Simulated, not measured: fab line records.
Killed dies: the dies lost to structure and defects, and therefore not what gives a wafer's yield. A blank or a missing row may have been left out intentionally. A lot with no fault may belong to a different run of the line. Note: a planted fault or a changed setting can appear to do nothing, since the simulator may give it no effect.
Chamber matching -- flow n5_finfet -- N5_BEOL_M9_ILD_DEP_00 on pecvd-04 has 3 sister chambers
The step deposits SiCOH lowk from DEMS/porogen, target thk 308.51 nm, time 58 s. 3 wafers are shown with their chamber, then 10 later ones without.

## WAFERS WITH THEIR CHAMBER
wafer,chamber,throttle_valve_pct (%)
L093.6,2,13.4
L089.3,0,13.2
L089.4,1,15.1

## WAFERS WHOSE CHAMBER IS MISSING
wafer,throttle_valve_pct (%)
L089.6,13.0
L096.1,15.0
L096.5,13.7
L096.6,15.1
L090.2,13.5
L090.4,13.5
L090.5,14.9
L097.4,13.6
L097.5,13.3
L097.6,15.2

## WHICH CHAMBER EACH ONE RAN IN
wafer,from the rows above,in truth
L089.6,can't be placed: 0 or 2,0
L096.1,1,1
L096.5,can't be placed: 2 or 0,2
L096.6,1,1
L090.2,can't be placed: 2 or 0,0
L090.4,can't be placed: 2 or 0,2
L090.5,1,1
L097.4,can't be placed: 2 or 0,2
L097.5,can't be placed: 2 or 0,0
L097.6,1,1
Placed correctly: 4 of 10. From these rows, 6 cannot be placed; in 6 the true chamber is one of the candidates. 0 placed wrongly.
How it was worked out, from the rows above alone: a wafer's distance from a chamber is the root of the sum, over the readings, of the square of ((its reading less the chamber's mean) divided by the reading's scatter). The wafer belongs to the nearest chamber; if the next one is less than 2 further off, it can't be placed. The mean given for a chamber averages the wafers shown for that chamber. The scatter (one wafer shown for each chamber): square how far every hidden wafer sits from the nearest shown wafer, average those squares and take the square root.
